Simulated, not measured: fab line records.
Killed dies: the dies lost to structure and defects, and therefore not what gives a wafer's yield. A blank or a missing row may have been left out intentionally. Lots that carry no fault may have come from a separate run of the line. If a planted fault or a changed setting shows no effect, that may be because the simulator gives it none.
fab line records -- flow nand-harc
record: lots: 13, wafers: 39, last-day: 33
route steps=1302 shown P_ZERO_WELL@59 P_STI@91 P_GATE@124 END@1302
lots untouched by any fault: they come from a run of this same line in which no faults occurred
start-h: hours from the record's opening day to when the first of the lot's shown wafers began -- wait-h: hours since the lot's step before -- " repeats the value in the row above -- L1.1+2: a single row standing in for several wafers -- - no value, or no start was given -- * or withheld: withheld -- < > ~ a bound
route shown NAME@n: names a module that has steps shown in the file, with the first one's number in the route -- usual: average and standard deviation across the fault-free wafers -- same: alike in all rows -- chamber/n: place in a boat -- sites: per-site readings -- _std_site: standard deviation of those values -- _edge_site: outer sites' mean less inner sites' -- radius-mm: how far each site lies from the wafer's centre -- mask NAME#n: copy n -- behind: the tool/chamber that last shaped the wafer -- hold: cause of the lot's hold/its duration in hours/its outcome -- device: transistor that didn't switch, given as n, p or np -- end of line: the route-end tests of the same wafers -- a step without rows: its recipe alone -- killed: not the wafer's yield, but the dies lost to structure and defects at the first sort -- map: dies across one wafer; x = killed, . = not, _ = none there
set.NAME: the setting the step ran with; set.NAME@STEP: the setting that earlier step ran with -- model.NAME: the simulator's own value behind a step, which no gauge read
the route's steps for a sample of lots (tables are steps, rows are wafers)
services: a tool's chamber out of use, with start hour (start-h, from the record's first day; less than 0 if before it), hours out, and reason
== steps ==
step: NHARC_P_ZERO_WELL_CD_MEAS_52
recipe: target-cd-nm: 2000, landing-energy-ev: 500
usual: cd-nm: 2000.3/2.4
lot.wafer,tool,chamber,start-h,wait-h,cd-nm
L369.1,cd-sem-02,0,25.74,-,1999.7
L369.3,cd-sem-02,0,25.74,-,2001.8
L369.5,cd-sem-02,0,25.74,-,2002.9
L370.2,cd-sem-01,0,35.93,-,2001.2
L370.3,cd-sem-01,0,35.93,-,2002.3
L370.4,cd-sem-01,0,35.93,-,1999.4
L371.1,cd-sem-02,0,45.74,-,2001.6
L371.3,cd-sem-02,0,45.74,-,2003.4
L371.4,cd-sem-02,0,45.74,-,2000.9
L378.1,cd-sem-03,0,115.86,-,1997.9
L378.3,cd-sem-03,0,115.86,-,1999.2
L378.5,cd-sem-03,0,115.86,-,1994.9
L380.2,cd-sem-02,0,135.77,-,2002.3
L380.3,cd-sem-02,0,135.77,-,2002.7
L380.6,cd-sem-02,0,135.77,-,2001.6
L382.1,cd-sem-02,0,155.73,-,1998.1
L382.2,cd-sem-02,0,155.73,-,1996.9
L382.6,cd-sem-02,0,155.73,-,2000.3
L384.3,cd-sem-02,0,176.28,-,2001.5
L384.5,cd-sem-02,0,176.28,-,1997.5
L384.6,cd-sem-02,0,176.28,-,1995.4
L385.1,cd-sem-03,0,185.88,-,2002.9
L385.2,cd-sem-03,0,185.88,-,2000.5
L385.4,cd-sem-03,0,185.88,-,1999.8
L386.4,cd-sem-02,0,195.84,-,2001.9
L386.5,cd-sem-02,0,195.84,-,2004.9
L386.6,cd-sem-02,0,195.84,-,2003.9
L388.1,cd-sem-01,0,217.01,-,2002.0
L388.4,cd-sem-01,0,217.01,-,1993.8
L388.5,cd-sem-01,0,217.01,-,1998.0
L389.1,cd-sem-01,0,225.76,-,2000.2
L389.4,cd-sem-01,0,225.76,-,2002.4
L389.5,cd-sem-01,0,225.76,-,2001.7
L390.1,cd-sem-02,0,235.77,-,1999.0
L390.3,cd-sem-02,0,235.77,-,2000.0
L390.5,cd-sem-02,0,235.77,-,1999.9
L392.1,cd-sem-03,0,256.02,-,2001.5
L392.3,cd-sem-03,0,256.02,-,2003.5
L392.4,cd-sem-03,0,256.02,-,2000.3
step: NHARC_P_STI_CD_MEAS_16
usual: cd-nm: 200.2/2.7
lot.wafer,tool,chamber,start-h,wait-h,cd-nm
L369.1,cd-sem-03,-,46.03,-,197.1
L369.3,cd-sem-03,-,46.03,-,202.3
L369.5,cd-sem-03,-,46.03,-,197.9
L370.2,cd-sem-03,-,60.22,-,199.8
L370.3,cd-sem-03,-,60.22,-,203.4
L370.4,cd-sem-03,-,60.22,-,201.6
L371.1,cd-sem-03,-,68.18,-,202.1
L371.3,cd-sem-03,-,68.18,-,195.9
L371.4,cd-sem-03,-,68.18,-,201.3
L378.1,cd-sem-02,-,136.49,-,196.4
L378.3,cd-sem-02,-,136.49,-,202.1
L378.5,cd-sem-02,-,136.49,-,200.1
L380.2,cd-sem-01,-,152.95,-,201.0
L380.3,cd-sem-01,-,152.95,-,197.8
L380.6,cd-sem-01,-,152.95,-,200.7
L382.1,cd-sem-03,-,174.89,-,194.6
L382.2,cd-sem-03,-,174.89,-,197.6
L382.6,cd-sem-03,-,174.89,-,196.5
L384.3,cd-sem-01,-,195.22,-,201.9
L384.5,cd-sem-01,-,195.22,-,199.3
L384.6,cd-sem-01,-,195.22,-,200.4
L385.1,cd-sem-01,-,203.02,-,198.5
L385.2,cd-sem-01,-,203.02,-,198.5
L385.4,cd-sem-01,-,203.02,-,198.5
L386.4,cd-sem-01,-,213.70,-,199.8
L386.5,cd-sem-01,-,213.70,-,201.7
L386.6,cd-sem-01,-,213.70,-,198.5
L388.1,cd-sem-03,-,239.23,-,199.8
L388.4,cd-sem-03,-,239.23,-,197.6
L388.5,cd-sem-03,-,239.23,-,198.6
L389.1,cd-sem-02,-,243.13,-,196.8
L389.4,cd-sem-02,-,243.13,-,196.1
L389.5,cd-sem-02,-,243.13,-,195.2
L390.1,cd-sem-03,-,253.34,-,202.1
L390.3,cd-sem-03,-,253.34,-,200.2
L390.5,cd-sem-03,-,253.34,-,199.7
L392.1,cd-sem-03,-,273.22,-,201.2
L392.3,cd-sem-03,-,273.22,-,203.2
L392.4,cd-sem-03,-,273.22,-,204.3
step: NHARC_P_STI_CMP_21
recipe: t-overpolish-s: 20, target-thk-nm: 380.67
usual: motor-current-A: 12.4/1.4, overpolish-run-s: 20.000/0.0094, t-overpolish-s: 20/0
lot.wafer,tool,chamber,start-h,wait-h,motor-current-A,overpolish-run-s,t-overpolish-s
L369.1,cmp-04,3,63.39,0.4,11.2,20.015,20
L369.3,cmp-04,1,63.39,0.4,15.2,20.000,20
L369.5,cmp-04,3,63.39,0.4,11.3,20.013,20
L370.4,cmp-02,2,80.14,0.4,11.6,20.000,20
L370.3,cmp-02,0,80.14,0.4,10.9,20.001,20
L370.2,cmp-02,1,80.14,0.4,13.5,19.981,20
L371.4,cmp-03,0,85.53,0.4,13.2,20.001,20
L371.1,cmp-03,1,85.53,0.4,14.8,19.992,20
L371.3,cmp-03,3,85.53,0.4,12.1,20.009,20
L378.1,cmp-03,1,155.53,0.4,13.3,70.695,70.696
L378.3,cmp-03,0,155.53,0.4,13.5,70.693,70.696
L378.5,cmp-03,2,155.53,0.4,11.3,70.680,70.696
L380.3,cmp-03,1,171.00,0.4,13.8,70.690,70.696
L380.2,cmp-03,3,171.00,0.4,11.6,70.692,70.696
L380.6,cmp-03,2,171.00,0.4,11.3,70.697,70.696
L382.1,cmp-02,0,192.24,0.4,10.6,20.005,20
L382.2,cmp-02,3,192.24,0.4,12.5,19.999,20
L382.6,cmp-02,0,192.24,0.4,11.4,20.000,20
L384.3,cmp-02,0,209.57,0.4,11.3,20.000,20
L384.6,cmp-02,3,209.57,0.4,11.9,19.991,20
L384.5,cmp-02,0,209.57,0.4,11.1,19.997,20
L385.2,cmp-02,2,227.94,0.4,11.7,20.008,20
L385.4,cmp-02,0,227.94,0.4,12.0,19.989,20
L385.1,cmp-02,1,227.94,0.4,13.2,19.998,20
L386.4,cmp-03,0,237.70,0.4,13.0,19.994,20
L386.6,cmp-03,3,237.70,0.4,11.8,19.999,20
L386.5,cmp-03,0,237.70,0.4,12.9,20.001,20
L389.1,cmp-04,1,259.99,0.4,15.5,20.010,20
L389.4,cmp-04,2,259.99,0.4,12.3,20.001,20
L389.5,cmp-04,2,259.99,0.4,13.5,19.994,20
L388.1,cmp-03,0,259.99,0.4,13.3,19.992,20
L388.4,cmp-03,1,259.99,0.4,14.4,20.004,20
L388.5,cmp-03,0,259.99,0.4,13.6,19.996,20
L390.1,cmp-02,3,271.42,0.4,12.2,19.984,20
L390.3,cmp-02,2,271.42,0.4,11.4,19.994,20
L390.5,cmp-02,3,271.42,0.4,12.2,20.000,20
L392.3,cmp-02,1,292.02,0.4,14.1,19.996,20
L392.4,cmp-02,2,292.02,0.4,11.3,19.990,20
L392.1,cmp-02,3,292.02,0.4,12.6,19.992,20
step: NHARC_P_GATE_DESCUM_13
recipe: time-s: 3, o2-flow-sccm: 200, ar-flow-sccm: 0, bias-power-w: 0, chemistry: O2
usual: drypump-motor-current-A: 5.6/0.5, oes-product-au: 0.999/0.015, rf-vpp-V: 58.1/0.86, showerhead-plenum-p-Torr: 1.99/0.078, throttle-valve-pct: 11.311/0.0095
same: time-s: 3
lot.wafer,tool,chamber,start-h,wait-h,drypump-motor-current-A,oes-product-au,rf-hours-counter-h,rf-vpp-V,showerhead-plenum-p-Torr,throttle-valve-pct
L369.1,rie-diel-11,3,77.26,-,5.5,0.992,10,58.6,2.04,11.295
L369.3,rie-diel-11,0,77.26,-,5.6,0.987,10,58.5,1.93,11.309
L369.5,rie-diel-11,3,77.26,-,5.5,1.005,-,58.9,2.04,11.301
L370.4,rie-diel-11,3,97.75,-,5.5,1.022,1,55.5,2.04,11.308
L370.2,rie-diel-11,0,97.75,-,5.6,0.996,1,57.4,1.93,11.296
L370.3,rie-diel-11,1,97.75,-,4.9,0.994,1,57.2,1.98,11.324
L371.4,rie-diel-03,0,103.11,-,5.2,1.024,10,59.2,2.03,11.308
L371.3,rie-diel-03,1,103.11,-,6.2,1.001,8,58.6,1.81,11.319
L371.1,rie-diel-03,3,103.11,-,5.7,0.987,10,58.2,2.05,11.301
L378.3,rie-diel-03,2,173.95,-,5.5,0.994,2,59.1,1.99,11.321
L378.1,rie-diel-03,3,173.95,-,5.6,0.999,4,57.9,2.05,11.318
L378.5,rie-diel-03,2,173.95,-,5.5,0.995,-,57.2,1.99,11.316
L380.2,rie-diel-04,3,188.03,-,6.3,1.006,0,58.9,2.04,11.332
L380.3,rie-diel-04,1,188.03,-,4.7,0.990,0,59.4,2.05,11.306
L380.6,rie-diel-04,3,188.03,-,6.3,1.012,-,58.6,2.03,11.327
L382.1,rie-diel-04,0,211.85,-,5.4,1.002,2,58.2,2.06,11.319
L382.2,rie-diel-04,2,211.85,-,5.8,0.973,2,58.0,2.03,11.305
L382.6,rie-diel-04,1,211.85,-,4.7,0.977,-,59.0,2.05,11.307
L384.3,rie-diel-03,0,232.14,-,5.2,1.020,7,57.4,2.02,11.311
L384.5,rie-diel-03,3,232.14,-,5.7,0.999,-,58.6,2.05,11.308
L384.6,rie-diel-03,0,232.14,-,5.2,1.013,-,58.7,2.02,11.297
L385.1,rie-diel-04,2,247.53,-,5.8,0.989,4,57.6,2.03,11.302
L385.4,rie-diel-04,3,247.53,-,6.3,0.993,4,58.3,2.03,11.303
L385.2,rie-diel-04,0,247.53,-,5.4,1.001,5,59.4,2.06,11.304
L386.4,rie-diel-03,0,258.42,-,5.2,1.015,9,59.0,2.02,11.317
L386.5,rie-diel-03,2,258.42,-,5.5,0.990,-,58.6,1.99,11.331
L386.6,rie-diel-03,3,258.42,-,5.6,0.998,-,57.3,2.05,11.305
L388.1,rie-diel-04,0,276.55,-,5.4,1.010,6,58.4,2.06,11.299
L388.4,rie-diel-04,2,276.55,-,5.8,0.999,5,58.9,2.03,11.340
L388.5,rie-diel-04,0,276.55,-,5.4,1.021,-,57.1,2.06,11.323
L389.4,rie-diel-03,0,276.59,-,5.2,1.015,9,58.2,2.02,11.312
L389.1,rie-diel-03,2,276.59,-,5.5,0.995,7,58.2,1.99,11.315
L389.5,rie-diel-03,0,276.59,-,5.2,1.015,-,59.5,2.02,11.312
L390.3,rie-diel-04,0,288.82,-,5.4,1.021,7,58.5,2.06,11.325
L390.1,rie-diel-04,1,288.82,-,4.7,0.979,7,59.0,2.05,11.294
L390.5,rie-diel-04,0,288.82,-,5.4,1.017,-,59.1,2.06,11.317
L392.1,rie-diel-03,2,309.22,-,5.5,0.988,0,58.3,1.99,11.300
L392.4,rie-diel-03,0,309.22,-,5.2,1.019,0,59.3,2.02,11.301
L392.3,rie-diel-03,1,309.22,-,6.1,0.992,0,58.3,1.81,11.305
step: NHARC_END_SORT_01
recipe: temp-c: 25
usual: killed-at-array: 64/20, killed-at-other: 0.7/1.1, killed-at-periphery: 3.6/2.7, killed-dies: 68/20, killed-open: 2.8/1.9, killed-short: 2.3/1.5
same: gross-dies: 677
lot.wafer,tool,chamber,start-h,wait-h,killed-at-array,killed-at-other,killed-at-periphery,killed-dies,killed-open,killed-short
L380.2,prober-01,0,689.58,2.8,58,1,7,66,2,1
L380.3,prober-01,0,690.39,3.1,64,1,3,68,2,1
L380.6,prober-01,0,692.80,4.0,69,1,3,73,5,3
killed by level:class
L380.2 A_CHANNEL_HOLE_D1:chamber-film-flake=27 A_CHANNEL_HOLE_D2:chamber-film-flake=14 A_CONTACT:chamber-film-flake=4 P_GATE:chamber-film-flake=3 A_DECK1_JOINT:chamber-film-flake=3 P_STI:chamber-film-flake=2 A_STAIRCASE:chamber-film-flake=2 A_SLIT:chamber-film-flake=2
L380.3 A_CHANNEL_HOLE_D1:chamber-film-flake=28 A_CHANNEL_HOLE_D2:chamber-film-flake=21 A_SLIT:chamber-film-flake=3 A_CONTACT:chamber-film-flake=3 P_GATE:chamber-film-flake=2 A_DECK1_JOINT:chamber-film-flake=2 A_STAIRCASE:chamber-film-flake=2 A_ONON_D1:geometric-particle:open=1
L380.6 A_CHANNEL_HOLE_D1:chamber-film-flake=34 A_CHANNEL_HOLE_D2:chamber-film-flake=15 A_CONTACT:chamber-film-flake=5 A_ONON_D1:geometric-particle:open=2 A_WL_FILL:geometric-particle:short=2 P_GATE:chamber-film-flake=2 A_WL_FILL:chamber-film-flake=2 P_M0:geometric-particle:open=1
== services ==
tool,chamber,start-h,hours,kind
cmp-02,-,42.80,0.3,repair
cmp-03,-,54.94,0.9,repair
cmp-03,-,67.04,4.0,pm
cmp-02,-,71.40,1.9,repair
cmp-03,-,75.13,0.9,repair
rie-diel-03,0,84.49,3.6,repair
rie-diel-03,1,86.70,5.3,repair
rie-diel-04,2,97.85,4.3,repair
rie-diel-04,1,98.43,14.1,repair
rie-diel-03,-,104.30,9.0,pm
rie-diel-03,2,118.04,1.7,repair
rie-diel-04,1,123.77,11.1,repair
cmp-02,-,124.84,3.8,repair
cmp-03,-,126.62,5.0,repair
cmp-02,-,134.50,4.0,pm
rie-diel-04,1,144.64,26.8,repair
cmp-02,-,162.54,0.6,repair
cmp-03,-,165.04,4.0,pm
cmp-02,-,168.79,1.2,repair
rie-diel-04,-,177.90,9.0,pm
rie-diel-03,-,185.57,0.5,repair
rie-diel-03,1,190.94,9.7,repair
cmp-02,-,232.50,4.0,pm
rie-diel-03,-,281.30,9.0,pm
== key ==
first-sign: step: NHARC_P_STI_CMP_21, reading: t-overpolish-s, direction: up, sigmas: 99+, usual: 20, struck: 70.696
effect: step: NHARC_P_STI_CMP_21, reading: overpolish-run-s, direction: up, sigmas: 99+, usual: 20.000, struck: 70.691
met-at NHARC_P_STI_CMP_21
struck-lots L378,L380
tester-left-out L378,L380
not-acting-at NHARC_P_ZERO_WELL_CD_MEAS_52,NHARC_P_STI_CD_MEAS_16,NHARC_P_GATE_DESCUM_13
onset-between 85.53 155.53
fault: kind: process-parameter-drift, tool: cmp-03, chamber: -, onset-h: 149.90, steps: NHARC_P_STI_CMP_21, channel: t-overpolish-s, offset: 50.696, shape: step, end-h: 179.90, acts-in: these-recipes-only, stated: 20
tester-left-out: of these lots the tester's yield and bins aren't shown, on N5 and GAA mostly nor the transistor test; their killed dies are dies lost to structure and defects alone, not to doping, threshold or leakage, so they don't give the yield
